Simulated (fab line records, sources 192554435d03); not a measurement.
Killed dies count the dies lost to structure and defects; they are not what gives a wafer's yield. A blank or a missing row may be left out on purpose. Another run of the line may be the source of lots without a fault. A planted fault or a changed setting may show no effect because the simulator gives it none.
fab line records	flow n5Finfet
record: lots: 10	wafers: 28	lastDay: 17
route steps=1938 shown BEOL_M4@1111 BEOL_M7@1263 PASSIVATION@1936
lots that met no fault: taken from a fault-free run of the same line
startH: hours from the record's first day to the start of the lot's first wafer shown	waitH: hours from the lot's prior step to this one	" same as the row above	L1.1+2: a single row standing in for several wafers	- either no value or no given start	* or withheld: withheld	< > ~ a bound
route shown NAME@n: a module of which the file shows steps, and the number in the route of the first	usual: mean/standard deviation taken from wafers without a fault	same: alike in all rows	chamber/n: place in a boat	sites: the reading at each site	_std_site: how widely they spread, as a standard deviation	_edge_site: outer sites' mean less inner sites'	radiusMm: how far each site lies from the wafer's centre	mask NAME#n: copy n	behind: the tool/chamber that last shaped the wafer	hold: reason for holding the lot/hours on hold/outcome of the hold	device: the transistor (n, p or np) that didn't switch	end of line: the tests these same wafers got at the end of their route	for a step that has no rows: nothing shown but its recipe	killed: dies lost to structure and defects at the first sort, not the wafer's yield	map: a wafer's dies, x killed, . not, _ none there
set.NAME: the setting that was run; set.NAME@STEP: the one run at that earlier step	model.NAME: the simulator's own value behind a step, which no gauge read
route steps across a sampled set of lots; one table per step, one row per wafer
services: when a tool's chamber went out of use (startH, in hours from the record's first day, below 0 if earlier), for how many hours, and the reason
== steps ==
step: N5_BEOL_M4_RC_MEAS_101
usual: DIBL_N: 36.2/2.2	DIBL_P: 36.1/2.8	IOFF_N: 0.16/0.041	IOFF_P: 0.21/0.047	ION_N: 676/16	ION_P: 463/11	SS_N: 71.6/0.78	SS_P: 73.3/0.86	VT_N: 249/3.8	VT_P: -251/3.9
lot.wafer	tool	chamber	startH	waitH	DIBL_N[mV/V]	DIBL_P[mV/V]	IOFF_N[nA/um]	IOFF_P[nA/um]	ION_N[uA/um]	ION_P[uA/um]	SS_N[mV/dec]	SS_P[mV/dec]	VT_N[mV]	VT_P[mV]
L851.2	prober-02	0	196.50	0.2	36.2	35.8	0.18	0.24	684	471	71.6	73.8	245	-246
L851.4	"	0	"	"	35.3	35.2	0.15	0.22	675	465	71.0	73.2	252	-248
L851.5	"	0	"	"	36.0	35.4	0.15	0.23	666	466	71.3	73.2	254	-249
L854.4	prober-01	0	204.85	0.5	40.0	39.7	0.23	0.24	689	455	72.8	74.9	244	-251
L854.5	"	0	"	"	38.2	38.1	0.17	0.21	662	449	72.8	73.2	248	-254
L854.6	"	0	"	"	34.4	33.4	0.12	0.16	680	463	70.5	72.3	255	-255
L859.1	prober-01	0	241.22	0.0	34.4	33.7	0.15	0.21	679	469	71.0	73.1	251	-248
L859.2	"	0	"	"	35.1	32.9	0.17	0.20	708	478	71.5	72.3	246	-249
L859.3	"	0	"	"	37.0	37.8	0.20	0.29	673	469	71.7	74.1	244	-246
L861.1	prober-01	0	249.43	0.0	36.7	36.4	0.18	0.21	674	456	72.4	72.4	248	-252
L861.5	"	0	"	"	33.6	32.9	0.12	0.16	659	449	71.2	72.3	252	-253
L861.6	"	0	"	"	37.7	39.6	0.19	0.26	674	459	72.6	74.1	247	-247
L865.3	prober-01	0	276.42	0.3	39.1	38.1	0.18	0.22	672	461	72.0	73.4	249	-253
L865.5	"	0	"	"	35.7	34.2	0.13	0.16	657	449	71.8	73.1	252	-256
L865.6	"	0	"	"	38.9	39.0	0.19	0.24	678	456	72.1	74.0	247	-252
L868.1	prober-02	0	290.51	0.0	38.1	35.3	0.15	0.14	666	438	72.8	72.7	253	-260
L868.3	"	0	"	"	38.1	37.2	0.18	0.17	674	453	71.8	73.1	247	-254
L868.4	"	0	"	"	36.2	35.0	0.13	0.15	666	450	70.9	73.0	252	-258
L867.3	prober-02	0	296.91	0.3	39.9	38.6	0.23	0.29	683	470	73.2	72.8	245	-242
L867.4	"	0	"	"	32.8	31.0	0.10	0.16	667	463	70.8	71.9	253	-255
L867.5	"	0	"	"	35.3	33.6	0.13	0.20	672	472	71.3	72.5	252	-249
L869.1	prober-01	0	303.48	0.0	36.5	37.7	0.16	0.24	677	474	70.9	74.4	250	-249
L869.4	"	0	"	"	38.7	38.0	0.18	0.24	679	467	71.6	74.2	252	-249
L870.2	prober-01	0	305.86	0.4	37.1	39.2	0.20	0.25	700	481	71.7	74.1	246	-247
L870.5	"	0	"	"	35.2	37.6	0.16	0.22	675	461	71.9	73.6	248	-251
L871.2	prober-02	0	316.46	0.2	33.7	32.3	0.11	0.14	653	450	69.8	71.8	254	-255
L871.3	"	0	"	"	33.2	31.3	0.10	0.14	664	453	70.4	71.6	256	-258
L871.5	"	0	"	"	38.4	37.8	0.18	0.21	669	455	71.6	73.5	249	-254
step: N5_BEOL_M7_ILD_DEP_00
recipe: material: SiCOH_lowk	targetThkA: 1797.5	tempC: 300	precursor: DEMS/porogen	pressureTorr: 5	rfW: 500	timeS: 33.4
usual: heaterPowerOuterW: 144/40	heaterPowerW: 310/66	showerheadPlenumPTorr: 5.740/0.015	throttleValvePct: 13.8/0.66
lot.wafer	tool	chamber	startH	waitH	heaterPowerOuterW	heaterPowerW	showerheadPlenumPTorr	sinceWetCleanH	throttleValvePct
L851.2	pecvd-03	1	216.98	0.0	185	369	5.736	1465	14.2
L851.4	"	0	"	"	71	184	5.729	-	14.2
L851.5	"	0	"	"	75	192	5.724	-	14.0
L854.4	pecvd-02	2	225.92	0.1	75	208	5.744	-	12.8
L854.5	"	0	"	"	160	353	5.740	-	13.7
L854.6	"	1	"	"	159	359	5.738	-	14.4
L859.1	pecvd-02	2	263.17	0.0	102	243	5.733	190	13.1
L859.2	"	1	"	"	167	354	5.718	1692	14.1
L859.3	"	0	"	"	169	372	5.729	967	13.6
L861.1	pecvd-04	0	272.52	0.0	135	273	5.754	1339	14.6
L861.5	"	1	"	"	200	393	5.735	-	12.3
L861.6	"	2	"	"	183	368	5.737	-	14.1
L865.3	pecvd-04	1	298.83	0.1	184	370	5.722	-	12.4
L865.5	"	0	"	"	153	302	5.756	-	14.6
L865.6	"	1	"	"	191	378	5.718	-	12.5
L868.1	pecvd-02	0	312.08	0.0	159	358	5.741	1016	14.0
L868.3	"	2	"	"	106	245	5.764	239	13.1
L868.4	"	0	"	"	164	352	5.733	-	13.8
L867.3	pecvd-03	2	320.05	0.0	123	297	5.741	88	13.8
L867.4	"	0	"	"	103	229	5.741	-	14.3
L867.5	"	2	"	"	128	303	5.723	-	13.6
L869.1	pecvd-03	0	326.36	0.0	105	229	5.732	849	14.1
L869.4	"	0	"	"	62	174	5.728	-	14.1
L870.2	pecvd-04	1	333.41	0.0	208	411	5.739	2125	12.3
L870.5	"	1	"	"	214	411	5.717	-	12.1
L871.2	pecvd-02	0	338.29	0.0	166	358	5.744	1042	13.9
L871.3	"	1	"	"	164	351	5.738	1767	14.4
L871.5	"	0	"	"	167	362	5.755	-	13.8
step: N5_BEOL_M7_THK_MEAS_01
recipe: reads: SiCOH_lowk_of_BEOL_M7_ILD_DEP_00
usual: M7_ILD_THK: 155.0/2.2
lot.wafer	tool	chamber	startH	waitH	M7_ILD_THK[nm]
L851.2	filmMetro-02	-	217.58	0.4	155.9
L851.4	"	-	"	"	156.2
L851.5	"	-	"	"	154.2
L854.4	filmMetro-02	-	226.48	0.2	157.6
L854.5	"	-	"	"	157.0
L854.6	"	-	"	"	157.7
L859.1	filmMetro-01	-	263.75	0.4	155.3
L859.2	"	-	"	"	154.5
L859.3	"	-	"	"	154.7
L861.1	filmMetro-02	-	273.10	0.4	148.4
L861.5	"	-	"	"	154.4
L861.6	"	-	"	"	157.8
L865.3	filmMetro-01	-	299.41	0.3	156.0
L865.5	"	-	"	"	155.6
L865.6	"	-	"	"	154.9
L868.1	filmMetro-01	-	312.65	0.4	155.2
L868.3	"	-	"	"	153.7
L868.4	"	-	"	"	157.2
L867.3	filmMetro-02	-	320.76	0.3	151.5
L867.4	"	-	"	"	153.9
L867.5	"	-	"	"	153.9
L869.1	filmMetro-01	-	326.94	0.4	156.1
L869.4	"	-	"	"	156.0
L870.2	filmMetro-02	-	333.98	0.4	153.3
L870.5	"	-	"	"	154.6
L871.2	filmMetro-01	-	338.87	0.4	153.4
L871.3	"	-	"	"	154.7
L871.5	"	-	"	"	157.6
step: N5_BEOL_M7_DESCUM_16
recipe: chemistry: O2	timeS: 7.9	sourcePowerW: 50	biasPowerW: 20	pressureMtorr: 20	rfFrequencyHz: 2.712e+07	tempC: 40	resist: CAR-ArF	o2FlowSccm: 225
usual: drypumpMotorCurrentA: 5.6/0.52	oesProductAu: 0.78/0.072	rfVppV: 243.9/1.3	showerheadPlenumPTorr: 2.14/0.07	throttleValvePct: 20.36/0.29
lot.wafer	tool	chamber	startH	waitH	drypumpMotorCurrentA	oesProductAu	rfHoursCounterH	rfVppV	showerheadPlenumPTorr	throttleValvePct
L851.2	rieDiel-05	1	219.23	0.1	6.3	0.69	236	245.2	2.15	20.80
L851.4	"	3	"	"	5.2	0.84	69	243.4	2.12	20.22
L851.5	"	1	"	"	6.3	0.69	-	243.9	2.15	20.81
L854.4	rieDiel-05	0	228.10	0.0	5.5	0.75	179	244.7	2.20	20.38
L854.5	"	3	"	"	5.2	0.83	-	243.3	2.12	20.22
L854.6	"	0	"	"	5.5	0.74	-	243.8	2.20	20.38
L859.1	rieDiel-05	3	264.61	0.0	5.2	0.83	83	242.6	2.12	20.23
L859.2	"	2	"	"	5.1	0.69	218	245.8	2.15	20.61
L859.3	"	0	"	"	5.5	0.73	191	244.1	2.20	20.39
L861.1	rieDiel-05	3	275.66	0.0	5.3	0.81	88	243.4	2.12	20.23
L861.5	"	0	"	"	5.5	0.73	-	243.8	2.20	20.39
L861.6	"	3	"	"	5.2	0.82	-	243.9	2.12	20.23
L865.3	rieDiel-04	3	301.12	0.7	5.1	0.78	117	242.1	2.02	20.02
L865.5	"	1	"	"	6.2	0.82	-	242.9	2.19	20.46
L865.6	"	2	"	"	6.6	0.73	-	241.1	1.99	20.51
L868.1	rieDiel-04	3	313.34	0.0	5.1	0.77	121	243.2	2.02	20.01
L868.3	"	1	"	"	6.2	0.81	106	245.8	2.19	20.46
L868.4	"	0	"	"	5.3	0.86	65	243.6	2.19	19.70
L867.3	rieDiel-03	2	324.37	0.0	5.7	0.84	87	243.2	2.23	20.51
L867.4	"	3	"	"	5.2	0.93	-	243.9	2.07	20.31
L867.5	"	1	"	"	5.3	0.79	-	246.3	2.22	20.57
L869.1	rieDiel-03	3	329.36	0.0	5.2	0.91	16	241.4	2.07	20.32
L869.4	"	2	"	"	5.7	0.83	-	245.4	2.23	20.50
L870.2	rieDiel-03	1	337.13	0.7	5.3	0.78	95	244.9	2.22	20.57
L870.5	"	2	"	"	5.7	0.82	-	246.3	2.23	20.50
L871.2	rieDiel-04	0	340.68	0.0	5.3	0.84	74	245.1	2.19	19.72
L871.3	"	3	"	"	5.1	0.76	129	241.8	2.02	20.02
L871.5	"	2	"	"	6.7	0.73	-	242.3	1.98	20.53
step: N5_BEOL_M7_ETCH_62
recipe: chemistry: N2/H2	target: SOC	targetDepthA: 1100	overetchA: 220	maskMaterial: SiARC	tempC: 40	timeS: 165	ionEnergyEv: 200	pressureMtorr: 30	sourceW: 840	biasW: 150	n2FlowSccm: 200	h2FlowSccm: 200
usual: biasW: 150.0/0.45	drypumpMotorCurrentA: 5.6/0.52	oesProductAu: 0.66/0.054	rfFwdPowerW: 837.1/2.6	rfVppV: 525.3/2.4	showerheadPlenumPTorr: 2.59/0.082	throttleValvePct: 17.7/0.31
lot.wafer	tool	chamber	startH	waitH	biasW	drypumpMotorCurrentA	oesProductAu	rfFwdPowerW	rfHoursCounterH	rfVppV	showerheadPlenumPTorr	throttleValvePct
L851.2	rieDiel-05	1	219.32	0.0	149.8	6.4	0.59	835.2	236	526.6	2.63	18.4
L851.4	"	3	"	"	150.3	5.3	0.71	836.7	69	524.0	2.61	17.8
L851.5	"	1	"	"	150.1	6.4	0.59	833.0	-	526.5	2.63	18.4
L854.4	rieDiel-05	0	228.19	0.0	149.8	5.5	0.63	838.7	179	526.5	2.62	17.5
L854.5	"	3	"	"	150.1	5.3	0.71	839.3	-	524.2	2.60	17.8
L854.6	"	0	"	"	150.1	5.4	0.63	837.9	-	527.7	2.62	17.5
L859.1	rieDiel-05	3	264.70	0.0	150.1	5.3	0.69	635.4	83	575.9	2.60	17.8
L859.2	"	2	"	"	149.3	5.1	0.58	636.8	218	575.2	2.60	17.9
L859.3	"	0	"	"	149.0	5.5	0.62	635.4	191	575.7	2.61	17.5
L861.1	rieDiel-05	3	275.75	0.0	150.2	5.3	0.69	633.2	88	574.7	2.60	17.9
L861.5	"	0	"	"	150.8	5.5	0.61	638.7	-	576.7	2.61	17.5
L861.6	"	3	"	"	150.2	5.3	0.70	633.9	-	573.7	2.60	17.9
L865.3	rieDiel-04	3	301.21	0.0	149.7	5.1	0.65	832.3	117	520.5	2.44	17.4
L865.5	"	1	"	"	150.0	6.1	0.68	838.6	-	528.6	2.67	17.9
L865.6	"	2	"	"	150.1	6.7	0.63	838.8	-	521.2	2.42	17.9
L868.1	rieDiel-04	3	313.44	0.0	149.8	5.1	0.65	835.3	121	520.5	2.44	17.4
L868.3	"	1	"	"	149.4	6.2	0.68	835.7	106	527.8	2.66	17.9
L868.4	"	0	"	"	150.2	5.3	0.71	839.4	65	527.8	2.67	17.1
L867.3	rieDiel-03	2	324.46	0.0	148.8	5.7	0.70	835.3	87	526.6	2.68	17.8
L867.4	"	3	"	"	149.7	5.2	0.77	837.7	-	523.1	2.47	17.5
L867.5	"	1	"	"	150.7	5.3	0.68	835.3	-	527.1	2.69	18.0
L869.1	rieDiel-03	3	329.49	0.1	149.7	5.2	0.77	839.5	16	522.2	2.47	17.5
L869.4	"	2	"	"	150.2	5.7	0.69	839.5	-	527.2	2.68	17.8
L870.2	rieDiel-03	1	337.22	0.0	149.4	5.3	0.67	840.8	95	527.7	2.69	18.0
L870.5	"	2	"	"	149.6	5.7	0.69	838.8	-	527.9	2.68	17.8
L871.2	rieDiel-04	0	340.77	0.0	149.5	5.3	0.70	837.5	74	528.5	2.66	17.1
L871.3	"	3	"	"	150.9	5.1	0.66	841.2	129	521.3	2.44	17.5
L871.5	"	2	"	"	150.6	6.7	0.62	839.2	-	521.8	2.41	17.9
step: N5_PASSIVATION_PROBE_49
usual: defectLimitedYield: 91.4/1.4	killed_at_M0_to_M3: 33/10	killed_at_M4_up: 14/6.1	killedAtContacts: 14/6.1	killedAtFrontEnd: 38/9.7	killedAtOther: 3.1/2.9	killedDies: 102/17	killedOnRim: 14/4.1	killedOpen: 67/13	killedShort: 32/8	sort_bin_5_function: 5.1/0.94	sort_bin_6_memory: 3.2/0.68	sort_bin_8_speed: 0.02/0.17	sortNPass: 1078/17	sortYieldPct: 91.3/1.5
same: grossDies: 1180	killedAtBackSide: 0	sort_bin_4_leakage[%]: 0
lot.wafer	tool	chamber	startH	waitH	defectLimitedYield[%]	killed_at_M0_to_M3	killed_at_M4_up	killedAtContacts	killedAtFrontEnd	killedAtOther	killedDies	killedOnRim	killedOpen	killedShort	sort_bin_5_function[%]	sort_bin_6_memory[%]	sort_bin_8_speed[%]	sortNPass	sortYieldPct[%]
L851.2	prober-01	-	296.12	0.1	90.4	42	11	9	48	3	113	13	79	32	5.2	3.6	0	1067	90.4
L851.4	prober-01	-	296.22	0.2	88.2	74	17	10	27	11	139	16	100	39	6.9	4.7	0	1041	88.2
L851.5	prober-01	-	296.27	0.2	91.7	43	12	7	36	0	98	17	76	22	4.9	3.1	0	1082	91.7
L854.4	prober-01	-	310.44	0.2	93.4	29	10	10	29	0	78	9	51	27	3.8	2.7	0	1102	93.4
L854.5	prober-01	-	310.49	0.2	91.0	28	24	7	46	1	106	22	77	27	5.5	3.3	0	1074	91.0
L854.6	prober-01	-	310.54	0.3	90.8	45	14	8	40	1	108	12	64	44	5.3	3.5	0	1072	90.8
L861.1	prober-01	-	350.99	0.0	87.3	44	42	14	46	4	150	35	66	54	8.5	3.9	0	1030	87.3
L861.5	prober-01	-	351.19	0.2	91.6	34	14	13	35	3	99	6	70	28	5.5	2.6	0	1081	91.6
L861.6	prober-01	-	351.24	0.3	85.8	59	51	23	27	7	167	31	90	40	9.2	4.2	0	1013	85.8
L859.1	prober-02	-	352.11	0.0	88.1	31	35	31	44	0	141	17	93	33	7.4	4.2	0	1039	88.1
L859.2	prober-02	-	352.16	0.1	78.7	32	158	14	47	0	251	53	65	41	17.8	3.2	0	929	78.7
L859.3	prober-02	-	352.21	0.1	86.4	43	46	26	44	1	160	29	87	42	9.2	4.1	0	1020	86.4
L865.3	prober-02	-	390.30	0.1	91.8	27	33	9	26	2	97	13	63	29	5.3	2.3	0	1083	91.8
L865.5	prober-02	-	390.40	0.2	93.2	31	15	5	28	1	80	11	52	28	4.5	2.1	0	1100	93.2
L865.6	prober-02	-	390.45	0.3	89.6	48	33	7	32	3	123	15	86	35	6.6	3.5	0	1057	89.6
L868.1	prober-01	-	395.50	0.0	89.2	51	20	14	35	7	127	18	77	50	6.1	4.3	0.25	1050	89.0
L868.3	prober-01	-	395.60	0.1	92.0	31	15	12	33	3	94	14	72	21	4.5	3.1	0	1086	92.0
L868.4	prober-01	-	395.65	0.2	91.9	41	8	10	34	2	95	15	54	35	4.7	2.5	0	1085	91.9
L869.1	prober-01	-	408.18	0.0	93.6	25	12	11	24	4	76	11	43	31	4.1	2.2	0	1104	93.6
L869.4	prober-01	-	408.33	0.2	93.0	23	14	11	28	7	83	11	52	26	3.1	3.1	0	1097	93.0
L867.3	prober-02	-	408.95	0.1	91.4	30	19	19	31	2	101	10	60	31	5.1	2.8	0	1079	91.4
L867.4	prober-02	-	409.00	0.2	93.9	33	7	6	21	5	72	7	49	22	3.6	2.2	0	1108	93.9
L867.5	prober-02	-	409.05	0.2	93.1	29	13	11	24	4	81	7	51	21	3.6	2.7	0	1099	93.1
L870.2	prober-01	-	415.98	0.1	92.8	24	4	11	40	6	85	10	48	30	3.9	2.5	0	1095	92.8
L870.5	prober-01	-	416.13	0.2	91.8	24	20	13	40	0	97	11	66	30	4.4	3.6	0	1083	91.8
L871.2	prober-01	-	419.06	0.1	91.4	29	18	11	41	3	102	13	67	34	5.3	2.8	0	1078	91.4
L871.3	prober-01	-	419.11	0.1	91.8	42	13	8	34	0	97	8	62	35	5.0	2.9	0	1083	91.8
L871.5	prober-01	-	419.21	0.2	91.9	27	16	17	36	0	96	12	58	38	4.7	3.1	0	1084	91.9
killed by level:class
L851.2 FIN_SAQP:geometricParticle:open=20 BEOL_M2:geometricParticle:open=19 MOL_CONTACT_COAG:geometricParticle:open=8 BEOL_M0_SAQP:geometricParticle:open=7 BEOL_M0_SAQP:geometricParticle:short=6 DUMMY_GATE:geometricParticle:open=5 BEOL_M4:geometricParticle:open=5 DUMMY_GATE:geometricParticle:short=4
L851.4 BEOL_M2:geometricParticle:open=19 BEOL_M1:geometricParticle:open=18 BEOL_M3:geometricParticle:open=10 MOL_CONTACT_COAG:geometricParticle:open=10 STI_FIN_REVEAL:geometricParticle:open=9 FIN_SAQP:geometricParticle:open=7 BEOL_M2:geometricParticle:short=7 BEOL_M0_SAQP:geometricParticle:open=6
L851.5 BEOL_M2:geometricParticle:open=16 FIN_SAQP:geometricParticle:open=15 MOL_CONTACT_COAG:geometricParticle:open=7 BEOL_M0_SAQP:geometricParticle:short=7 FIN_SAQP:geometricParticle:short=6 BEOL_M6:geometricParticle:open=6 BEOL_M0_SAQP:geometricParticle:open=5 STI_FIN_REVEAL:geometricParticle:open=4
L854.4 BEOL_M3:geometricParticle:open=11 MOL_CONTACT_COAG:geometricParticle:open=9 FIN_SAQP:geometricParticle:short=6 STI_FIN_REVEAL:geometricParticle:open=6 FIN_SAQP:geometricParticle:open=5 BEOL_M0_SAQP:geometricParticle:short=5 BEOL_M0_SAQP:geometricParticle:open=5 BEOL_M1:geometricParticle:open=4
L854.5 STI_FIN_REVEAL:geometricParticle:open=14 BEOL_M4:geometricParticle:open=8 FIN_SAQP:geometricParticle:open=7 MOL_CONTACT_COAG:geometricParticle:open=7 BEOL_M0_SAQP:geometricParticle:open=7 FIN_SAQP:geometricParticle:short=6 BEOL_M1:geometricParticle:open=6 STI_FIN_REVEAL:geometricParticle:short=5
L854.6 BEOL_M3:geometricParticle:open=13 BEOL_M0_SAQP:geometricParticle:short=12 FIN_SAQP:geometricParticle:short=11 STI_FIN_REVEAL:geometricParticle:open=11 BEOL_M2:geometricParticle:open=10 MOL_CONTACT_COAG:geometricParticle:open=6 BEOL_M4:geometricParticle:open=6 BEOL_M3:geometricParticle:short=4
L861.1 BEOL_M7:areaEtch=30 MOL_CONTACT_COAG:geometricParticle:open=11 DUMMY_GATE:geometricParticle:open=9 GATE_CUT:geometricParticle:short=9 BEOL_M0_SAQP:geometricParticle:short=9 BEOL_M4:geometricParticle:open=8 FIN_SAQP:geometricParticle:short=7 BEOL_M2:geometricParticle:open=6
L861.5 FIN_SAQP:geometricParticle:open=12 MOL_CONTACT_COAG:geometricParticle:open=11 BEOL_M4:geometricParticle:open=8 BEOL_M3:geometricParticle:open=8 BEOL_M0_SAQP:geometricParticle:open=7 BEOL_M1:geometricParticle:open=7 FIN_SAQP:geometricParticle:short=6 GATE_CUT:geometricParticle:short=6
L861.6 BEOL_M7:areaEtch=35 MOL_CONTACT_COAG:geometricParticle:open=18 BEOL_M1:geometricParticle:open=15 BEOL_M0_SAQP:geometricParticle:short=10 BEOL_M4:geometricParticle:open=10 BEOL_M2:geometricParticle:open=9 STI_FIN_REVEAL:geometricParticle:open=6 BEOL_M3:geometricParticle:open=6
L859.1 MOL_CONTACT_COAG:geometricParticle:open=28 BEOL_M7:areaEtch=14 FIN_SAQP:geometricParticle:open=12 FIN_SAQP:geometricParticle:short=8 DUMMY_GATE:geometricParticle:open=7 BEOL_M3:geometricParticle:open=7 BEOL_M4:geometricParticle:open=7 GATE_CUT:geometricParticle:short=5
L859.2 BEOL_M7:areaEtch=145 FIN_SAQP:geometricParticle:short=15 MOL_CONTACT_COAG:geometricParticle:open=12 FIN_SAQP:geometricParticle:open=7 BEOL_M0:geometricParticle:open=7 BEOL_M0_SAQP:geometricParticle:short=6 STARTING-WAFER:geometricParticle:short=5 DUMMY_GATE:geometricParticle:open=4
L859.3 BEOL_M7:areaEtch=31 MOL_CONTACT_COAG:geometricParticle:open=21 BEOL_M0_SAQP:geometricParticle:open=12 STI_FIN_REVEAL:geometricParticle:open=9 BEOL_M0_SAQP:geometricParticle:short=9 BEOL_M1:geometricParticle:open=8 MOL_CONTACT_COAG:geometricParticle:short=5 BEOL_M2:geometricParticle:open=5
L865.3 BEOL_M4:geometricParticle:open=10 MOL_CONTACT_COAG:geometricParticle:open=8 BEOL_M0_SAQP:geometricParticle:open=8 BEOL_M5:geometricParticle:open=7 DUMMY_GATE:geometricParticle:open=6 BEOL_M0_SAQP:geometricParticle:short=6 DUMMY_GATE:geometricParticle:short=4 BEOL_M1:geometricParticle:open=4
L865.5 BEOL_M0_SAQP:geometricParticle:short=10 BEOL_M4:geometricParticle:open=7 BEOL_M0_SAQP:geometricParticle:open=6 BEOL_M2:geometricParticle:open=5 MOL_CONTACT_COAG:geometricParticle:open=5 STARTING-WAFER:geometricParticle:open=5 DUMMY_GATE:geometricParticle:open=4 BEOL_M1:geometricParticle:open=4
L865.6 BEOL_M4:geometricParticle:open=15 BEOL_M2:geometricParticle:open=12 BEOL_M0_SAQP:geometricParticle:open=11 BEOL_M4:geometricParticle:short=10 BEOL_M0_SAQP:geometricParticle:short=9 STI_FIN_REVEAL:geometricParticle:open=7 FIN_SAQP:geometricParticle:open=6 BEOL_M0:geometricParticle:open=6
L868.1 MOL_CONTACT_COAG:geometricParticle:open=12 BEOL_M3:geometricParticle:open=12 BEOL_M1:geometricParticle:open=9 BEOL_M4:geometricParticle:open=9 STI_FIN_REVEAL:geometricParticle:open=8 BEOL_M0_SAQP:geometricParticle:short=7 GATE_CUT:geometricParticle:short=6 BEOL_M2:geometricParticle:open=6
L868.3 STI_FIN_REVEAL:geometricParticle:open=14 MOL_CONTACT_COAG:geometricParticle:open=10 BEOL_M3:geometricParticle:open=6 BEOL_M4:geometricParticle:open=6 BEOL_M0_SAQP:geometricParticle:open=5 BEOL_M0_SAQP:geometricParticle:short=5 BEOL_M1:geometricParticle:open=5 BEOL_M2:geometricParticle:open=4
L868.4 FIN_SAQP:geometricParticle:short=13 BEOL_M3:geometricParticle:open=12 BEOL_M0_SAQP:geometricParticle:open=9 BEOL_M2:geometricParticle:open=9 BEOL_M0_SAQP:geometricParticle:short=7 MOL_CONTACT_COAG:geometricParticle:open=6 HKMG_FIN:areaEtch=6 STI_FIN_REVEAL:geometricParticle:open=4
L869.1 MOL_CONTACT_COAG:geometricParticle:open=7 BEOL_M0_SAQP:geometricParticle:short=5 ILD0:geometricParticle:short=5 GATE_CUT:geometricParticle:short=5 BEOL_M0_SAQP:geometricParticle:open=5 BEOL_M3:geometricParticle:open=5 MOL_CONTACT_COAG:geometricParticle:short=4 BEOL_M4:geometricParticle:short=4
L869.4 BEOL_M0_SAQP:geometricParticle:open=7 STI_FIN_REVEAL:geometricParticle:open=6 MOL_CONTACT_COAG:geometricParticle:open=6 MOL_CONTACT_COAG:geometricParticle:short=5 BEOL_M0_SAQP:geometricParticle:short=5 BEOL_M2:geometricParticle:open=5 HKMG_FIN:areaEtch=5 GATE_CUT:geometricParticle:short=4
L867.3 MOL_CONTACT_COAG:geometricParticle:open=17 BEOL_M4:geometricParticle:open=8 BEOL_M0_SAQP:geometricParticle:short=7 BEOL_M1:geometricParticle:open=7 HKMG_FIN:areaEtch=6 BEOL_M0_SAQP:geometricParticle:open=5 BEOL_M3:geometricParticle:open=5 STI_FIN_REVEAL:geometricParticle:open=4
L867.4 BEOL_M1:geometricParticle:open=9 BEOL_M0_SAQP:geometricParticle:short=8 FIN_SAQP:geometricParticle:open=6 BEOL_M3:geometricParticle:open=6 MOL_CONTACT_COAG:geometricParticle:open=5 DUMMY_GATE:geometricParticle:open=4 BEOL_M2:geometricParticle:open=4 BEOL_M5:geometricParticle:open=4
L867.5 BEOL_M2:geometricParticle:open=11 BEOL_M4:geometricParticle:open=7 HKMG_FIN:areaEtch=6 MOL_CONTACT_COAG:geometricParticle:open=5 BEOL_M1:geometricParticle:open=5 BEOL_M5:geometricParticle:open=5 FIN_SAQP:geometricParticle:open=4 GATE_CUT:geometricParticle:short=4
L870.2 STI_FIN_REVEAL:geometricParticle:open=16 MOL_CONTACT_COAG:geometricParticle:open=8 BEOL_M0_SAQP:geometricParticle:short=8 HKMG_FIN:areaEtch=7 FIN_SAQP:geometricParticle:short=4 BEOL_M2:geometricParticle:open=4 GATE_CUT:geometricParticle:short=3 MOL_CONTACT_COAG:geometricParticle:short=3
L870.5 STI_FIN_REVEAL:geometricParticle:open=16 MOL_CONTACT_COAG:geometricParticle:open=12 BEOL_M4:geometricParticle:open=12 BEOL_M0_SAQP:geometricParticle:short=11 BEOL_M0_SAQP:geometricParticle:open=6 DUMMY_GATE:geometricParticle:open=5 GATE_CUT:geometricParticle:short=5 BEOL_M3:geometricParticle:open=4
L871.2 BEOL_M1:geometricParticle:open=10 FIN_SAQP:geometricParticle:open=9 FIN_SAQP:geometricParticle:short=8 STI_FIN_REVEAL:geometricParticle:open=8 BEOL_M0_SAQP:geometricParticle:open=7 BEOL_M4:geometricParticle:open=7 MOL_CONTACT_COAG:geometricParticle:open=6 GATE_CUT:geometricParticle:short=6
L871.3 BEOL_M2:geometricParticle:open=12 BEOL_M0_SAQP:geometricParticle:short=10 STI_FIN_REVEAL:geometricParticle:open=9 FIN_SAQP:geometricParticle:short=8 MOL_CONTACT_COAG:geometricParticle:open=8 BEOL_M0_SAQP:geometricParticle:open=6 BEOL_M4:geometricParticle:open=6 BEOL_M3:geometricParticle:open=5
L871.5 BEOL_M1:geometricParticle:open=13 MOL_CONTACT_COAG:geometricParticle:open=12 BEOL_M4:geometricParticle:open=12 STI_FIN_REVEAL:geometricParticle:open=9 FIN_SAQP:geometricParticle:short=7 BEOL_M0_SAQP:geometricParticle:short=7 GATE_CUT:geometricParticle:short=5 MOL_CONTACT_COAG:geometricParticle:short=5
== services ==
tool	chamber	startH	hours	kind
pecvd-03	0	195.99	6.7	repair
pecvd-04	2	196.45	5.5	scheduledDown
pecvd-02	1	196.85	5.5	scheduledDown
pecvd-02	0	203.08	10.7	repair
pecvd-02	-	221.51	0.5	repair
rieDiel-03	3	224.30	-	clean
rieDiel-03	3	224.30	-	consumableReplace:focusRing
rieDiel-03	3	224.30	24.5	scheduledDown
rieDiel-03	3	224.30	24.5	ventCycle
pecvd-04	-	242.81	2.6	repair
rieDiel-05	1	261.35	-	clean
rieDiel-05	1	261.35	-	consumableReplace:focusRing
rieDiel-05	1	261.35	15.8	scheduledDown
rieDiel-05	1	261.35	15.8	ventCycle
rieDiel-03	-	280.32	19.4	repair
pecvd-02	2	288.92	5.5	scheduledDown
pecvd-04	2	293.80	6.1	repair
rieDiel-03	-	299.88	14.6	pm
rieDiel-04	-	301.97	0.1	repair
pecvd-03	-	313.31	0.3	repair
pecvd-02	1	315.71	18.0	repair
rieDiel-03	1	325.29	11.4	repair
pecvd-02	-	325.85	2.8	pm
rieDiel-03	3	338.91	35.9	repair
== key ==
firstSign: step: N5_BEOL_M7_ETCH_62	reading: rfFwdPowerW	direction: down	sigmas: 77	usual: *	struck: *
effect: step: N5_BEOL_M7_ETCH_62	reading: rfVppV	direction: up	sigmas: 21	usual: 525.3	struck: 575.3
effect: step: N5_PASSIVATION_PROBE_49	reading: killed_at_M4_up	direction: up	sigmas: 7	usual: 14	struck: 58	wafersMoved: 5
moreKillsBornAt: N5_BEOL_M7_ETCH_62@rieDiel-05: 256
metAt N5_BEOL_M7_ETCH_62
struckLots L859,L861
notActingAt N5_BEOL_M7_ILD_DEP_00,N5_BEOL_M7_THK_MEAS_01,N5_BEOL_M7_DESCUM_16
onsetBetween 228.19 264.70
fault: kind: processParameterDrift	tool: rieDiel-05	chamber: -	onsetH: 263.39	steps: N5_BEOL_M7_ETCH_62	channel: sourceW	offset: -201.6	shape: step	endH: 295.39	actsIn: theseRecipesOnly	stated: 840
